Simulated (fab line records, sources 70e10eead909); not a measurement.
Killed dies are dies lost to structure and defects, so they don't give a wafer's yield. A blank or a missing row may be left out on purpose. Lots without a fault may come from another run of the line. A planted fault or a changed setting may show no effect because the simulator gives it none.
fab line records | flow nand_harc
record lots=6 wafers=18 last_day=23
route steps=1159 shown A_STAIRCASE@571 END@1159
lots that met no fault: from a run of the same line without faults
start_h: hours from the record's first day to the start of the lot's first wafer shown | wait_h: hours since the lot's step before | " the same as in the row above | L1.1+2: a row that stands for several wafers | - no value, or no start given | * or withheld: withheld | < > ~ a bound
route shown NAME@n: a module of which the file shows steps, and the number in the route of the first | usual: mean/standard deviation of fault-free wafers | same: alike in all rows | chamber/n: place in a boat | sites: the reading at each site | _std_site: their standard deviation | _edge_site: outer sites' mean less inner sites' | radius_mm: how far each site lies from the wafer's centre | mask NAME#n: copy n | behind: the tool/chamber that last shaped the wafer | hold: why the lot was held/for how many hours/how that ended | device: the transistor (n, p or np) that didn't switch | end of line: the same wafers' tests at the end of the route | a step without rows: its recipe alone | killed: dies lost to structure and defects at the first sort, not the wafer's yield | map: a wafer's dies, x killed, . not, _ none there
set.NAME: the setting as run; set.NAME@STEP: as run at that earlier step | model.NAME: the simulator's own value behind a step, which no gauge read
lots at some steps of the route; a table a step, a row a wafer
services: from which hour (start_h, from the record's first day; less than 0 if before it) a tool's chamber was out of use, for how many hours, and why
## steps
# step NHARC_A_STAIRCASE_HMDS_177
# recipe time_s=30
# step NHARC_A_STAIRCASE_COAT_178
# recipe spin_rpm=1200
# step NHARC_A_STAIRCASE_SOFTBAKE_179
# recipe temp_c=135 time_s=170
# step NHARC_A_STAIRCASE_EBR_180
# step NHARC_A_STAIRCASE_EXPOSE_181
# recipe na=0.5 dose_mj=27.87 mask_id=STAIR_2
# step NHARC_A_STAIRCASE_PEB_182
# recipe peb_temp_c=115 peb_time_s=130
# step NHARC_A_STAIRCASE_DEVELOP_183
# recipe time_s=140
# step NHARC_A_STAIRCASE_HARDBAKE_185
# recipe temp_c=120 time_s=140
# step NHARC_A_STAIRCASE_DESCUM_186
# recipe time_s=3 o2_flow_sccm=200 ar_flow_sccm=0 bias_power_w=0 chemistry=O2
# usual drypump_motor_current_A=5.7/0.5 mfc_ar_sccm=0.004/0.0082 oes_product_au=0.997/0.011 rf_vpp_V=57.7/0.81 showerhead_plenum_p_Torr=1.91/0.07 throttle_valve_pct=11.311/0.0094
# columns lot.wafer tool chamber start_h wait_h drypump_motor_current_A mfc_ar_sccm oes_product_au rf_hours_counter_h rf_vpp_V showerhead_plenum_p_Torr throttle_valve_pct
L435.4 rie_diel-12 0 243.39 - 5.8 0.018 0.985 10 58.7 1.91 11.311
L435.3 " 1 " " 6.0 0 0.975 13 57.8 1.99 11.304
L435.5 " 3 " " 4.7 0 0.990 - 57.9 1.86 11.294
L438.2 rie_diel-08 2 259.34 - 5.8 0 1.016 42 56.8 1.79 11.304
L438.1 " 3 " " 5.1 0 0.998 50 58.5 1.88 11.303
L438.6 " 2 " " 5.8 0 1.011 - 57.4 1.79 11.306
L446.3 rie_diel-08 2 298.81 - 5.8 0 1.009 55 56.0 1.79 11.294
L446.2 " 0 " " 5.8 0.009 0.995 51 57.4 1.84 11.307
L446.4 " 2 " " 5.8 0 1.021 - 57.5 1.79 11.315
L448.4 rie_diel-08 1 315.64 - 6.6 0 0.985 1 58.4 2.01 11.329
L448.2 " 0 " " 5.8 0.009 1.008 1 56.4 1.84 11.326
L448.6 " 1 " " 6.6 0 0.985 - 57.8 2.01 11.326
L452.2 rie_diel-12 2 340.96 - 5.4 0 1.010 51 57.2 1.91 11.316
L452.4 " 0 " " 5.8 0.018 0.991 45 58.2 1.90 11.304
L452.5 " 2 " " 5.4 0 1.008 - 58.6 1.90 11.319
L453.4 rie_diel-06 1 346.57 - 5.8 0 0.995 36 57.1 1.97 11.305
L453.2 " 2 " " 6.1 0 1.012 38 57.8 1.95 11.290
L453.6 " 2 " " 6.1 0 1.008 - 59.9 1.95 11.321
# step NHARC_A_STAIRCASE_TRIM_187
# recipe time_s=211.2 o2_flow_sccm=500 ar_flow_sccm=0 bias_w=0 chemistry=O2
# usual drypump_motor_current_A=5.7/0.5 mfc_ar_sccm=0.005/0.0086 oes_product_au=0.996/0.012 rf_vpp_V=57.8/0.94 showerhead_plenum_p_Torr=3.52/0.12 throttle_valve_pct=17.037/0.0092
# columns lot.wafer tool chamber start_h wait_h drypump_motor_current_A mfc_ar_sccm oes_product_au rf_hours_counter_h rf_vpp_V showerhead_plenum_p_Torr throttle_valve_pct
L435.3 rie_diel-12 1 243.48 0.1 6.0 0 0.971 14 57.4 3.66 17.025
L435.4 " 2 " " 5.5 0 1.007 14 56.9 3.53 17.037
L435.5 " 0 " " 5.8 0.018 0.989 - 58.5 3.53 17.024
L438.1 rie_diel-08 1 259.41 0.1 6.6 0 1.011 49 58.6 3.70 17.032
L438.2 " 2 " " 5.9 0 1.011 42 57.4 3.32 17.028
L438.6 " 1 " " 6.6 0 1.004 - 58.6 3.70 17.044
L446.2 rie_diel-08 2 299.01 0.2 5.8 0 1.018 55 56.7 3.32 17.022
L446.3 " 0 " " 5.8 0.009 1.007 51 57.6 3.41 17.043
L446.4 " 1 " " 6.6 0 1.009 - 59.1 3.69 17.040
L448.4 rie_diel-08 2 315.74 0.1 5.8 0 1.009 1 56.6 3.31 17.045
L448.2 " 3 " " 5.2 0 0.996 1 57.3 3.46 17.029
L448.6 " 2 " " 5.9 0 1.002 - 57.9 3.31 17.024
L452.4 rie_diel-12 2 341.12 0.1 5.4 0 0.999 51 58.2 3.51 17.028
L452.2 " 3 " " 4.7 0 0.990 50 57.7 3.42 17.043
L452.5 " 1 " " 6.0 0 0.974 - 57.9 3.64 17.046
L453.2 rie_diel-06 3 346.67 0.1 6.1 0 1.004 35 57.0 3.66 17.043
L453.4 " 2 " " 6.2 0 1.017 38 58.8 3.59 17.032
L453.6 " 3 " " 6.2 0 1.000 - 58.3 3.66 17.035
# step NHARC_A_STAIRCASE_ETCH_188
# recipe target_depth_a=1000 time_s=40.5 ion_energy_ev=400 c4f8_flow_sccm=20 o2_flow_sccm=10 ar_flow_sccm=withheld rf_w=600 bias_w=1000 chemistry=C4F8/O2
# usual oes_product_au=0.937/0.014 rf_vpp_V=896/4.4
# columns lot.wafer tool chamber start_h wait_h oes_product_au rf_hours_counter_h rf_vpp_V
L435.4 rie_diel-12 1 - - 0.923 14 902
L435.3 " 3 " " 0.939 15 892
L435.5 " 2 " " 0.956 - 897
L438.1 rie_diel-08 3 - - 0.932 51 893
L438.2 " 0 " " 0.926 38 892
L438.6 " 2 " " 0.933 - 888
L446.3 rie_diel-08 1 - - 0.932 63 903
L446.2 " 2 " " 0.945 55 888
L446.4 " 2 " " 0.937 - 887
L448.4 rie_diel-08 1 - - 0.930 2 900
L448.2 " 2 " " 0.936 2 890
L448.6 " 2 " " 0.931 - 891
L452.4 rie_diel-12 3 - - 0.927 50 892
L452.2 " 1 " " 0.916 50 900
L452.5 " 2 " " 0.934 - 896
L453.2 rie_diel-06 3 - - 0.941 35 902
L453.4 " 0 " " 0.936 36 893
L453.6 " 3 " " 0.950 - 900
# step NHARC_A_STAIRCASE_TRIM_189
# recipe time_s=211.2 o2_flow_sccm=500 ar_flow_sccm=0 bias_w=0 chemistry=O2
# usual drypump_motor_current_A=5.8/0.48 mfc_ar_sccm=0.004/0.0075 oes_product_au=0.995/0.011 rf_vpp_V=57.9/0.77 showerhead_plenum_p_Torr=3.53/0.12 throttle_valve_pct=17.037/0.0098
# columns lot.wafer tool chamber start_h wait_h drypump_motor_current_A mfc_ar_sccm oes_product_au rf_hours_counter_h rf_vpp_V showerhead_plenum_p_Torr throttle_valve_pct
L435.4 rie_diel-12 0 243.72 - 5.8 0.018 0.988 10 58.4 3.53 17.041
L435.3 " 1 " " 6.0 0 0.985 14 58.4 3.66 17.028
L435.5 " 1 " " 6.0 0 0.978 - 57.9 3.66 17.025
L438.1 rie_diel-08 1 260.16 - 6.6 0 0.994 50 57.3 3.70 17.041
L438.2 " 3 " " 5.2 0 1.001 51 58.2 3.47 17.043
L438.6 " 1 " " 6.6 0 1.009 - 59.5 3.70 17.045
L446.2 rie_diel-08 2 299.33 - 5.8 0 1.003 55 57.8 3.32 17.040
L446.3 " 0 " " 5.8 0.009 1.001 52 57.7 3.41 17.026
L446.4 " 0 " " 5.8 0.009 0.695 - 57.2 3.41 17.013
L448.2 rie_diel-08 2 316.39 - 5.8 0 1.002 2 57.1 3.31 17.048
L448.4 " 0 " " 5.8 0.009 0.686 2 58.4 3.40 17.049
L448.6 " 3 " " 5.2 0 0.685 - 56.7 3.46 17.047
L452.2 rie_diel-12 3 341.43 - 4.7 0 0.987 50 57.4 3.42 17.047
L452.4 " 1 " " 6.0 0 0.987 50 57.7 3.64 17.042
L452.5 " 3 " " 4.7 0 0.985 - 58.4 3.42 17.042
L453.2 rie_diel-06 2 346.93 - 6.1 0 1.002 38 57.8 3.59 17.017
L453.4 " 3 " " 6.2 0 0.994 35 58.9 3.66 17.028
L453.6 " 3 " " 6.1 0 0.994 - 58.7 3.66 17.046
# step NHARC_A_STAIRCASE_ETCH_190
# recipe target_depth_a=1000 time_s=40.5 ion_energy_ev=400 c4f8_flow_sccm=20 o2_flow_sccm=10 ar_flow_sccm=withheld rf_w=600 bias_w=1000 chemistry=C4F8/O2
# usual oes_product_au=0.937/0.012 rf_vpp_V=895/4.4
# columns lot.wafer tool chamber start_h wait_h oes_product_au rf_hours_counter_h rf_vpp_V
L435.4 rie_diel-12 3 - - 0.948 15 892
L435.3 " 1 " " 0.920 14 901
L435.5 " 0 " " 0.921 - 896
L438.2 rie_diel-08 3 - - 0.932 51 896
L438.1 " 1 " " 0.943 50 902
L438.6 " 2 " " 0.953 - 888
L446.2 rie_diel-08 1 - - 0.939 63 901
L446.3 " 2 " " 0.941 55 888
L446.4 " 2 " " 0.943 - 889
L448.2 rie_diel-08 3 - - 0.925 2 893
L448.4 " 2 " " 0.927 2 889
L448.6 " 0 " " 0.938 - 891
L452.2 rie_diel-12 0 - - 0.922 45 894
L452.4 " 1 " " 0.911 51 899
L452.5 " 2 " " 0.935 - 895
L453.2 rie_diel-06 0 - - 0.938 37 894
L453.4 " 3 " " 0.936 35 899
L453.6 " 1 " " 0.936 - 900
# step NHARC_END_SORT_01
# recipe temp_c=25
# usual killed_at_array=29/8.4 killed_at_other=0.7/1.2 killed_at_periphery=3.8/2.1 killed_dies=33/9 killed_open=3.4/2 killed_short=2.1/1.4
# same gross_dies=677
# columns lot.wafer tool chamber start_h wait_h killed_at_array killed_at_other killed_at_periphery killed_dies killed_open killed_short
L446.4 prober-02 0 521.27 3.4 675 0 2 677 2 2
L448.2 prober-01 0 519.75 2.8 31 1 2 34 4 2
L448.4 prober-01 0 521.35 3.4 676 0 1 677 2 2
L448.6 prober-01 0 522.95 4.0 674 0 3 677 2 5
# killed by level:class
L448.2 A_SLIT:chamber_film_flake=14 A_CHANNEL_HOLE_D1:chamber_film_flake=6 A_STAIRCASE:chamber_film_flake=4 A_CONTACT:chamber_film_flake=3 P_CONTACT:geometric_particle:open=1 A_SGD_CUT:geometric_particle:short=1 A_WL_FILL:geometric_particle:short=1 A_WL_FILL:geometric_particle:open=1
L446.4 A_STAIRCASE:area_trim=644 A_SLIT:chamber_film_flake=18 A_CHANNEL_HOLE_D1:chamber_film_flake=4 A_CONTACT:chamber_film_flake=3 P_M2:geometric_particle:short=1 A_ONON_D1:geometric_particle:open=1 A_CHANNEL_HOLE_D1:geometric_particle:short=1 A_SGD_CUT:geometric_particle:open=1
L448.4 A_STAIRCASE:area_trim=650 A_SLIT:chamber_film_flake=14 A_CHANNEL_HOLE_D1:chamber_film_flake=3 A_STAIRCASE:chamber_film_flake=3 A_ONON_D1:geometric_particle:short=1 A_CONTACT:geometric_particle:open=1 A_BLC:geometric_particle:short=1 A_M0:geometric_particle:open=1
L448.6 A_STAIRCASE:area_trim=647 A_SLIT:chamber_film_flake=12 A_CHANNEL_HOLE_D1:chamber_film_flake=4 A_STAIRCASE:chamber_film_flake=4 P_CONTACT:geometric_particle:short=2 A_ONON_D1:geometric_particle:short=1 A_CHANNEL_FILL_D1:geometric_particle:short=1 A_CONTACT:geometric_particle:open=1
# map L446.4 (x killed, . not)
____________x____________
_________xxxxxxx_________
_______xxxxxxxxxxx_______
______xxxxxxxxxxxxx______
_____xxxxxxxxxxxxxxx_____
____xxxxxxxxxxxxxxxxx____
____xxxxxxxxxxxxxxxxx____
___xxxxxxxxxxxxxxxxxxx___
___xxxxxxxxxxxxxxxxxxx___
__xxxxxxxxxxxxxxxxxxxxx__
__xxxxxxxxxxxxxxxxxxxxx__
_xxxxxxxxxxxxxxxxxxxxxxx_
_xxxxxxxxxxxxxxxxxxxxxxx_
_xxxxxxxxxxxxxxxxxxxxxxx_
_xxxxxxxxxxxxxxxxxxxxxxx_
_xxxxxxxxxxxxxxxxxxxxxxx_
xxxxxxxxxxxxxxxxxxxxxxxxx
xxxxxxxxxxxxxxxxxxxxxxxxx
xxxxxxxxxxxxxxxxxxxxxxxxx
xxxxxxxxxxxxxxxxxxxxxxxxx
xxxxxxxxxxxxxxxxxxxxxxxxx
_xxxxxxxxxxxxxxxxxxxxxxx_
_xxxxxxxxxxxxxxxxxxxxxxx_
_xxxxxxxxxxxxxxxxxxxxxxx_
_xxxxxxxxxxxxxxxxxxxxxxx_
_xxxxxxxxxxxxxxxxxxxxxxx_
__xxxxxxxxxxxxxxxxxxxxx__
__xxxxxxxxxxxxxxxxxxxxx__
___xxxxxxxxxxxxxxxxxxx___
___xxxxxxxxxxxxxxxxxxx___
____xxxxxxxxxxxxxxxxx____
____xxxxxxxxxxxxxxxxx____
_____xxxxxxxxxxxxxxx_____
______xxxxxxxxxxxxx______
_______xxxxxxxxxxx_______
_________xxxxxxx_________
____________x____________
# map L448.4 (x killed, . not)
____________x____________
_________xxxxxxx_________
_______xxxxxxxxxxx_______
______xxxxxxxxxxxxx______
_____xxxxxxxxxxxxxxx_____
____xxxxxxxxxxxxxxxxx____
____xxxxxxxxxxxxxxxxx____
___xxxxxxxxxxxxxxxxxxx___
___xxxxxxxxxxxxxxxxxxx___
__xxxxxxxxxxxxxxxxxxxxx__
__xxxxxxxxxxxxxxxxxxxxx__
_xxxxxxxxxxxxxxxxxxxxxxx_
_xxxxxxxxxxxxxxxxxxxxxxx_
_xxxxxxxxxxxxxxxxxxxxxxx_
_xxxxxxxxxxxxxxxxxxxxxxx_
_xxxxxxxxxxxxxxxxxxxxxxx_
xxxxxxxxxxxxxxxxxxxxxxxxx
xxxxxxxxxxxxxxxxxxxxxxxxx
xxxxxxxxxxxxxxxxxxxxxxxxx
xxxxxxxxxxxxxxxxxxxxxxxxx
xxxxxxxxxxxxxxxxxxxxxxxxx
_xxxxxxxxxxxxxxxxxxxxxxx_
_xxxxxxxxxxxxxxxxxxxxxxx_
_xxxxxxxxxxxxxxxxxxxxxxx_
_xxxxxxxxxxxxxxxxxxxxxxx_
_xxxxxxxxxxxxxxxxxxxxxxx_
__xxxxxxxxxxxxxxxxxxxxx__
__xxxxxxxxxxxxxxxxxxxxx__
___xxxxxxxxxxxxxxxxxxx___
___xxxxxxxxxxxxxxxxxxx___
____xxxxxxxxxxxxxxxxx____
____xxxxxxxxxxxxxxxxx____
_____xxxxxxxxxxxxxxx_____
______xxxxxxxxxxxxx______
_______xxxxxxxxxxx_______
_________xxxxxxx_________
____________x____________
## services
# columns tool chamber start_h hours kind
rie_diel-08 0 221.02 31.8 repair
rie_diel-12 - 221.21 0.3 repair
rie_diel-08 1 231.97 - clean
rie_diel-08 2 231.97 - clean
rie_diel-08 3 231.97 - clean
rie_diel-08 3 240.57 5.9 repair
rie_diel-06 - 241.21 9.0 pm
rie_diel-08 2 245.58 13.5 repair
rie_diel-08 0 256.62 - clean
rie_diel-08 1 256.62 - clean
rie_diel-08 3 256.62 - clean
rie_diel-12 2 271.12 2.6 repair
rie_diel-08 0 281.12 - clean
rie_diel-08 1 281.12 - clean
rie_diel-08 2 281.12 - clean
rie_diel-08 3 281.12 - clean
rie_diel-06 - 289.23 1.7 repair
rie_diel-08 3 298.52 - consumable_replace:focus_ring
rie_diel-08 3 298.52 9.0 scheduled_down
rie_diel-08 3 298.52 9.0 vent_cycle
rie_diel-08 - 301.88 9.0 pm
rie_diel-08 0 301.88 9.0 vent_cycle
rie_diel-08 1 301.88 9.0 vent_cycle
rie_diel-06 1 302.71 4.0 repair
## key
first_sign step=NHARC_A_STAIRCASE_TRIM_189 reading=oes_product_au direction=down sigmas=27 usual=0.995 struck=0.689
effect step=NHARC_END_SORT_01 reading=killed_at_array direction=up sigmas=77 usual=29 struck=675
more_kills_born_at NHARC_A_STAIRCASE_TRIM_189@rie_diel-08=1941
met_at NHARC_A_STAIRCASE_TRIM_189
struck_wafers L446.4,L448.4,L448.6
later_rows_left_out L446.4,L448.4,L448.6
tester_left_out L446,L448
onset_between 260.16 299.33
fault kind=process_parameter_drift tool=rie_diel-08 chamber=- onset_h=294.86 steps=NHARC_A_STAIRCASE_TRIM_189 channel=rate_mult offset=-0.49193 shape=step end_h=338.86 scope=struck_wafers_only
# tester_left_out: of these lots the tester's yield and bins aren't shown, on N5 and GAA mostly nor the transistor test; their killed dies are dies lost to structure and defects alone, not to doping, threshold or leakage, so they don't give the yield
# later_rows_left_out: the simulator's readings of these wafers behind a module that went badly wrong aren't trusted and aren't shown, but for the sort
